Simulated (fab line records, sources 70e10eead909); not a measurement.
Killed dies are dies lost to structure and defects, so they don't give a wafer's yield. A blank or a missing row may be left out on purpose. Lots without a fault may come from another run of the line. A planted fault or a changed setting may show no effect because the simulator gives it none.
A struck lot beside a sound one | flow nand_harc | 27 steps out of a route of 1302
Sound: wafers L438.3, L438.5, L438.6. Struck: wafers L436.4, L436.5, L436.6. The cause comes at the end.
At each step with rows: each side's tool, then ch and its chambers, then its first start. Under that, the readings that differ: sound wafers | struck wafers | difference of the means | sigmas: that difference in standard deviations of wafers without a fault.
alike: readings whose means differ by less than 2 such deviations, and words and numbers that are the same on both sides. not compared: withheld readings, readings that some wafer has no value for, bounds like >300 that may hide the same value, and numbers for which the record gives no deviation and whose values overlap.
The two part at a step that has a row with sigmas, a row that says differs or no value, or rows on one side only. Numbers that don't overlap but have no deviation are shown without sigmas and don't part them. A reading that every wafer of one side lacks parts them only if that side has two wafers or more.

NHARC_A_CHANNEL_HOLE_D1_OVL_MEAS_11:
  sound on overlay-02, day 15 18:46; struck on overlay-02, day 15 01:32
  alike: overlay_x_nm, overlay_y_nm
NHARC_A_CHANNEL_HOLE_D1_INSPECT_12:
  sound on defect_inspect-01, day 15 18:48; struck on defect_inspect-01, day 15 01:34
  alike: raw_defect_count
NHARC_A_CHANNEL_HOLE_D1_DESCUM_15: chemistry O2, time 3 s.
  sound on rie_diel-03 ch 1,2, day 15 18:52; struck on rie_diel-03 ch 2,3, day 15 01:38
  alike: drypump_motor_current_A, o2_flow_sccm, oes_product_au, rf_vpp_V, showerhead_plenum_p_Torr, throttle_valve_pct
  not compared: rf_hours_counter_h
then, 2 steps without rows for these wafers: NHARC_A_CHANNEL_HOLE_D1_ETCH_38 (etches the open film in CF4, target depth 39 nm, time 65 s); NHARC_A_CHANNEL_HOLE_D1_ETCH_39 (etches the open film in N2/H2, target depth 260 nm, time 325 s).
NHARC_A_CHANNEL_HOLE_D1_ETCH_34: etches the open film in CF4/CHF3, target depth 154 nm, time 77 s.
  sound on rie_diel-03 ch 0,2,3; struck on rie_diel-03 ch 2,3
  alike: bias_w, cf4_flow_sccm, drypump_motor_current_A, mfc_ar_sccm, oes_product_au, rf_vpp_V, showerhead_plenum_p_Torr, throttle_valve_pct
  not compared: rf_hours_counter_h
then, 1 step without rows for these wafers: NHARC_A_CHANNEL_HOLE_D1_ETCH_16 (etches the open film in O2/COS, target depth 3100 nm, time 806 s).
NHARC_A_CHANNEL_HOLE_D1_CD_MEAS_18:
  sound on cd_sem-03, day 15 20:07; struck on cd_sem-01, day 15 02:45
  alike: cd_nm
then, 3 steps without rows for these wafers: NHARC_A_CHANNEL_HOLE_D1_ETCH_19 (etches the open film in C4F8/O2/Ar, time 34.5 s); NHARC_A_CHANNEL_HOLE_D1_ETCH_20 (etches the open film in C4F8/O2/Ar, time 361.9 s, target depth 1600 nm); NHARC_A_CHANNEL_HOLE_D1_ETCH_21 (etches the open film in C4F8/O2/Ar, time 514.3 s, target depth 1600 nm).
NHARC_A_CHANNEL_HOLE_D1_ETCH_22: etches the open film in C4F8/O2/Ar, time 666.7 s, target depth 1600 nm.
  sound on har_etch-01 ch 0,1, day 15 21:20; struck on har_etch-01 ch 0,1, day 15 03:53
  alike: c4f8_flow_sccm, chamber_pressure_mTorr, drypump_motor_current_A, mfc_ar_sccm, o2_flow_sccm, showerhead_plenum_p_Torr, temp_c, throttle_valve_pct
  not compared: rf_hours_counter_h
NHARC_A_CHANNEL_HOLE_D1_ETCH_23: etches the open film in C4F8/O2/Ar, time 819 s, target depth 1600 nm.
  sound on har_etch-01 ch 0,1, day 15 21:58; struck on har_etch-01 ch 0,1, day 15 04:29
  no value came back on the struck wafers for any of 8 readings (c4f8_flow_sccm (sccm), chamber_pressure_mTorr (mTorr) and others); on the sound wafers c4f8_flow_sccm (sccm) reads 89.67 89.26 90.09
  not compared: rf_hours_counter_h
then, 3 steps without rows for these wafers: NHARC_A_CHANNEL_HOLE_D1_ETCH_24 (etches the open film in C4F8/O2/Ar, time 906.2 s, target depth 1500 nm); NHARC_A_CHANNEL_HOLE_D1_ETCH_25 (etches the open film in C4F8/O2/Ar, time 1040.2 s, target depth 1500 nm); NHARC_A_CHANNEL_HOLE_D1_ETCH_26 (etches the open film in C4F8/O2/Ar, time 224.1 s, target depth 300 nm).
NHARC_A_CHANNEL_HOLE_D1_ETCH_33: etches the open film in C4F8/O2/Ar, time 90 s, target depth 400 nm.
  sound on har_etch-01 ch 0,1, day 16 00:17; struck on har_etch-01 ch 0,1, day 15 06:50
  alike: bias_v, c4f8_flow_sccm, drypump_motor_current_A, mfc_ar_sccm, o2_flow_sccm, showerhead_plenum_p_Torr, temp_c, throttle_valve_pct
  not compared: rf_hours_counter_h
then, 3 steps without rows for these wafers: NHARC_A_CHANNEL_HOLE_D1_STRIP_41 (strips in N2/H2); NHARC_A_CHANNEL_HOLE_D1_STRIP_42 (strips in CF4/CHF3); NHARC_A_CHANNEL_HOLE_D1_STRIP_43 (strips in O2/COS).
NHARC_A_CHANNEL_HOLE_D1_ETCH_44: etches the open film in CF4/O2, target depth 140 nm, overetch 14 nm, time 77 s.
  sound on rie_diel-07 ch 1,2, day 16 00:56; struck on rie_diel-03 ch 0,1,3, day 15 07:32
  alike: bias_w, cf4_flow_sccm, drypump_motor_current_A, mfc_ar_sccm, o2_flow_sccm, oes_product_au, rf_vpp_V, showerhead_plenum_p_Torr, throttle_valve_pct
  not compared: rf_hours_counter_h, model.A_CHANNEL_HOLE_D1.cd_nm
NHARC_A_CHANNEL_HOLE_D1_STRIP_27: strips in O2.
  sound on rie_diel-07 ch 0,1,3; struck on rie_diel-03 ch 0,1,3
  alike: drypump_motor_current_A, mfc_ar_sccm, o2_flow_sccm, oes_product_au, rf_vpp_V, showerhead_plenum_p_Torr, throttle_valve_pct
  not compared: rf_hours_counter_h
then, 2 steps without rows for these wafers: NHARC_A_CHANNEL_HOLE_D1_PRECLEAN_28 (cleans in SC1); NHARC_A_CHANNEL_HOLE_D1_SRD_29.
NHARC_A_CHANNEL_HOLE_D1_CD_MEAS_30:
  sound on cd_sem-03, day 16 01:44; struck on cd_sem-01, day 15 08:20
  reading    | sound          | struck      | difference | sigmas
  cd_nm (nm) | 89.9 91.1 89.6 | 0.7 2.8 2.0 | -88.4      | -68
NHARC_A_CHANNEL_HOLE_D1_XSEM_31:
  sound on xsem-01 ch 0, day 16 01:50; struck on xsem-01 ch 0, day 15 08:25
  reading            | sound             | struck         | difference | sigmas
  bot_cd_nm (nm)     | 74.3 75.3 74.4    | 0.0 2.1 1.1    | -73.6      | -53
  bow_nm (nm)        | 8.76 8.77 8.76    | 0.31 0.31 0.31 | -8.45      | -29
  tilt_deg (degrees) | -0.02 -0.02 -0.02 | 0.06 0.06 0.06 | +0.08      | +3
NHARC_A_CHANNEL_HOLE_D1_INSPECT_40:
  sound on defect_inspect-01, day 16 01:55; struck on defect_inspect-02, day 15 08:31
  alike: raw_defect_count

WHERE THEY PART
First at NHARC_A_CHANNEL_HOLE_D1_ETCH_23; last, within this record, at NHARC_A_CHANNEL_HOLE_D1_XSEM_31. Later steps at which nothing parts them and some readings are alike: NHARC_A_CHANNEL_HOLE_D1_INSPECT_40.

WHY: what the simulator had put in
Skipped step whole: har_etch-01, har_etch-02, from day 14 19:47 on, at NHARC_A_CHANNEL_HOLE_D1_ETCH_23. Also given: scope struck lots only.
